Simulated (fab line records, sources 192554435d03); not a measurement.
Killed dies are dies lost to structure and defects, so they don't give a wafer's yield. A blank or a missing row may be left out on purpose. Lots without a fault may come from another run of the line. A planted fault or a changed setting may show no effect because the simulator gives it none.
Chamber matching | flow n5_finfet | N5_BEOL_M0_SAQP_ETCH_106 on rie_diel-04: 4 sister chambers
The step etches SOC in N2/H2, stops on SiNx, target depth 150 nm. 16 wafers are shown with their chamber, then 8 later ones without.

WAFERS WITH THEIR CHAMBER
wafer  | chamber | showerhead_plenum_p_Torr (Torr) | throttle_valve_pct (%) | drypump_motor_current_A (A)
L075.3 | 2       | 2.52                            | 17.89                  | 5.82
L075.4 | 1       | 2.66                            | 17.83                  | 5.92
L075.6 | 1       | 2.66                            | 17.83                  | 5.96
L078.1 | 0       | 2.52                            | 18.02                  | 5.66
L078.4 | 2       | 2.52                            | 17.90                  | 5.78
L078.5 | 1       | 2.66                            | 17.83                  | 5.93
L082.1 | 3       | 2.41                            | 18.12                  | 5.49
L082.4 | 2       | 2.52                            | 17.89                  | 5.79
L082.5 | 3       | 2.41                            | 18.13                  | 5.49
L085.2 | 3       | 2.41                            | 18.15                  | 5.51
L085.3 | 2       | 2.52                            | 17.93                  | 5.74
L085.5 | 2       | 2.52                            | 17.91                  | 5.77
L087.3 | 3       | 2.41                            | 18.14                  | 5.50
L087.4 | 2       | 2.52                            | 17.91                  | 5.77
L087.5 | 0       | 2.51                            | 18.05                  | 5.71
L088.1 | 0       | 2.51                            | 18.07                  | 5.68

SIGNATURES (means of the wafers above)
reading                  | chamber 0 | chamber 1 | chamber 2 | chamber 3 | scatter within a chamber
showerhead_plenum_p_Torr | 2.5133    | 2.6600    | 2.5200    | 2.4100    | 0.00236
throttle_valve_pct       | 18.0467   | 17.8300   | 17.9050   | 18.1350   | 0.0156
drypump_motor_current_A  | 5.6833    | 5.9367    | 5.7783    | 5.4975    | 0.0222
Rule: a wafer's distance from a chamber is the root of the sum, over the readings, of the square of ((its reading less the chamber's mean) divided by the reading's scatter). The wafer belongs to the nearest chamber; if the next one is less than 2 further off, it can't be placed. The scatter: the root of (the sum of the squares of (reading less its chamber's mean) over the shown wafers, divided by (wafers less chambers)).

WAFERS WITHOUT THEIR CHAMBER
wafer  | showerhead_plenum_p_Torr (Torr) | throttle_valve_pct (%) | drypump_motor_current_A (A)
L088.2 | 2.41                            | 18.15                  | 5.50
L088.3 | 2.66                            | 17.88                  | 5.91
L091.1 | 2.51                            | 18.06                  | 5.69
L091.4 | 2.66                            | 17.89                  | 5.93
L091.5 | 2.41                            | 18.16                  | 5.48
L093.2 | 2.51                            | 17.54                  | 5.76
L093.3 | 2.65                            | 17.89                  | 5.93
L093.6 | 2.51                            | 18.08                  | 5.68

WHICH CHAMBER EACH WENT THROUGH
wafer  | from the rows above | in truth
L088.2 | 3                   | 3
L088.3 | 1                   | 1
L091.1 | 0                   | 0
L091.4 | 1                   | 1
L091.5 | 3                   | 3
L093.2 | 2                   | 2
L093.3 | 1                   | 1
L093.6 | 0                   | 0
Placed correctly: 8 of 8. Can't be placed from these rows: 0. Placed wrongly: 0.
